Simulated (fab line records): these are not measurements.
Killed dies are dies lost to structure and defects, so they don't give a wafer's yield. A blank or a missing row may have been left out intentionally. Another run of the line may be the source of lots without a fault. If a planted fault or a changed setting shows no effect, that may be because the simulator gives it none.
Matching of chambers || flow n5 finfet || N5_BEOL_M9_STRIP_36 on rie diel-02: 4 sister chambers
The step strips in N2/H2. 20 wafers are shown with their chamber, then 10 later ones without.

## EACH WAFER AND ITS CHAMBER
{"wafer": "L075.2", "chamber": 1, "drypump motor current A (A)": 6.2, "showerhead plenum p Torr (Torr)": 2.49, "throttle valve pct (%)": 23.91}
{"wafer": "L075.5", "chamber": 2, "drypump motor current A (A)": 6.7, "showerhead plenum p Torr (Torr)": 2.56, "throttle valve pct (%)": 23.91}
{"wafer": "L075.6", "chamber": 3, "drypump motor current A (A)": 6.5, "showerhead plenum p Torr (Torr)": 2.53, "throttle valve pct (%)": 23.57}
{"wafer": "L082.2", "chamber": 2, "drypump motor current A (A)": 6.8, "showerhead plenum p Torr (Torr)": 2.56, "throttle valve pct (%)": 23.94}
{"wafer": "L082.4", "chamber": 0, "drypump motor current A (A)": 5.0, "showerhead plenum p Torr (Torr)": 2.69, "throttle valve pct (%)": 23.37}
{"wafer": "L082.6", "chamber": 1, "drypump motor current A (A)": 6.2, "showerhead plenum p Torr (Torr)": 2.49, "throttle valve pct (%)": 23.93}
{"wafer": "L083.1", "chamber": 0, "drypump motor current A (A)": 5.0, "showerhead plenum p Torr (Torr)": 2.69, "throttle valve pct (%)": 23.37}
{"wafer": "L083.5", "chamber": 0, "drypump motor current A (A)": 5.0, "showerhead plenum p Torr (Torr)": 2.69, "throttle valve pct (%)": 23.38}
{"wafer": "L083.6", "chamber": 3, "drypump motor current A (A)": 6.5, "showerhead plenum p Torr (Torr)": 2.53, "throttle valve pct (%)": 23.61}
{"wafer": "L088.2", "chamber": 2, "drypump motor current A (A)": 6.7, "showerhead plenum p Torr (Torr)": 2.55, "throttle valve pct (%)": 23.94}
{"wafer": "L088.3", "chamber": 3, "drypump motor current A (A)": 6.5, "showerhead plenum p Torr (Torr)": 2.52, "throttle valve pct (%)": 23.64}
{"wafer": "L088.5", "chamber": 3, "drypump motor current A (A)": 6.5, "showerhead plenum p Torr (Torr)": 2.53, "throttle valve pct (%)": 23.63}
{"wafer": "L089.1", "chamber": 3, "drypump motor current A (A)": 6.5, "showerhead plenum p Torr (Torr)": 2.52, "throttle valve pct (%)": 23.64}
{"wafer": "L089.2", "chamber": 0, "drypump motor current A (A)": 5.0, "showerhead plenum p Torr (Torr)": 2.69, "throttle valve pct (%)": 23.40}
{"wafer": "L089.4", "chamber": 2, "drypump motor current A (A)": 6.7, "showerhead plenum p Torr (Torr)": 2.55, "throttle valve pct (%)": 23.99}
{"wafer": "L091.1", "chamber": 0, "drypump motor current A (A)": 5.1, "showerhead plenum p Torr (Torr)": 2.68, "throttle valve pct (%)": 23.37}
{"wafer": "L091.3", "chamber": 3, "drypump motor current A (A)": 6.5, "showerhead plenum p Torr (Torr)": 2.52, "throttle valve pct (%)": 23.64}
{"wafer": "L091.4", "chamber": 2, "drypump motor current A (A)": 6.8, "showerhead plenum p Torr (Torr)": 2.55, "throttle valve pct (%)": 23.97}
{"wafer": "L092.2", "chamber": 3, "drypump motor current A (A)": 6.5, "showerhead plenum p Torr (Torr)": 2.52, "throttle valve pct (%)": 23.65}
{"wafer": "L092.4", "chamber": 0, "drypump motor current A (A)": 5.0, "showerhead plenum p Torr (Torr)": 2.68, "throttle valve pct (%)": 23.42}

SIGNATURES (averages over the wafers above)
{"reading": "drypump motor current A", "chamber 0": 5.017, "chamber 1": 6.200, "chamber 2": 6.740, "chamber 3": 6.500, "scatter within a chamber": 0.0356}
{"reading": "showerhead plenum p Torr", "chamber 0": 2.6867, "chamber 1": 2.4900, "chamber 2": 2.5540, "chamber 3": 2.5243, "scatter within a chamber": 0.00515}
{"reading": "throttle valve pct", "chamber 0": 23.3850, "chamber 1": 23.9200, "chamber 2": 23.9500, "chamber 3": 23.6257, "scatter within a chamber": 0.0259}
Rule: for a wafer and a chamber, the distance is found by dividing, reading by reading, the gap between the wafer's reading and the chamber's mean by the reading's scatter, squaring, summing and taking the root. The wafer belongs to the nearest chamber; if the next one is less than 2 further off, it can't be placed. The scatter: take each reading less its chamber's mean, square it, sum over the shown wafers, divide by the number of wafers less the number of chambers, and take the root.

## WAFERS MISSING THEIR CHAMBER
{"wafer": "L092.6", "drypump motor current A (A)": 6.5, "showerhead plenum p Torr (Torr)": 2.52, "throttle valve pct (%)": 23.65}
{"wafer": "L095.1", "drypump motor current A (A)": 6.5, "showerhead plenum p Torr (Torr)": 2.52, "throttle valve pct (%)": 23.67}
{"wafer": "L095.3", "drypump motor current A (A)": 5.0, "showerhead plenum p Torr (Torr)": 2.68, "throttle valve pct (%)": 23.41}
{"wafer": "L095.4", "drypump motor current A (A)": 6.2, "showerhead plenum p Torr (Torr)": 2.48, "throttle valve pct (%)": 23.99}
{"wafer": "L094.1", "drypump motor current A (A)": 5.1, "showerhead plenum p Torr (Torr)": 2.68, "throttle valve pct (%)": 23.42}
{"wafer": "L094.4", "drypump motor current A (A)": 6.8, "showerhead plenum p Torr (Torr)": 2.55, "throttle valve pct (%)": 23.97}
{"wafer": "L094.6", "drypump motor current A (A)": 5.0, "showerhead plenum p Torr (Torr)": 2.68, "throttle valve pct (%)": 23.39}
{"wafer": "L097.1", "drypump motor current A (A)": 6.2, "showerhead plenum p Torr (Torr)": 2.47, "throttle valve pct (%)": 23.99}
{"wafer": "L097.2", "drypump motor current A (A)": 6.7, "showerhead plenum p Torr (Torr)": 2.54, "throttle valve pct (%)": 24.00}
{"wafer": "L097.6", "drypump motor current A (A)": 6.8, "showerhead plenum p Torr (Torr)": 2.54, "throttle valve pct (%)": 24.01}

## CHAMBER TAKEN BY EACH
{"wafer": "L092.6", "from the rows above": 3, "in truth": 3}
{"wafer": "L095.1", "from the rows above": 3, "in truth": 3}
{"wafer": "L095.3", "from the rows above": 0, "in truth": 0}
{"wafer": "L095.4", "from the rows above": 1, "in truth": 1}
{"wafer": "L094.1", "from the rows above": 0, "in truth": 0}
{"wafer": "L094.4", "from the rows above": 2, "in truth": 2}
{"wafer": "L094.6", "from the rows above": 0, "in truth": 0}
{"wafer": "L097.1", "from the rows above": 1, "in truth": 1}
{"wafer": "L097.2", "from the rows above": 2, "in truth": 2}
{"wafer": "L097.6", "from the rows above": 2, "in truth": 2}
Placed correctly: 10 of 10. Can't be placed from these rows: 0. Placed wrongly: 0.
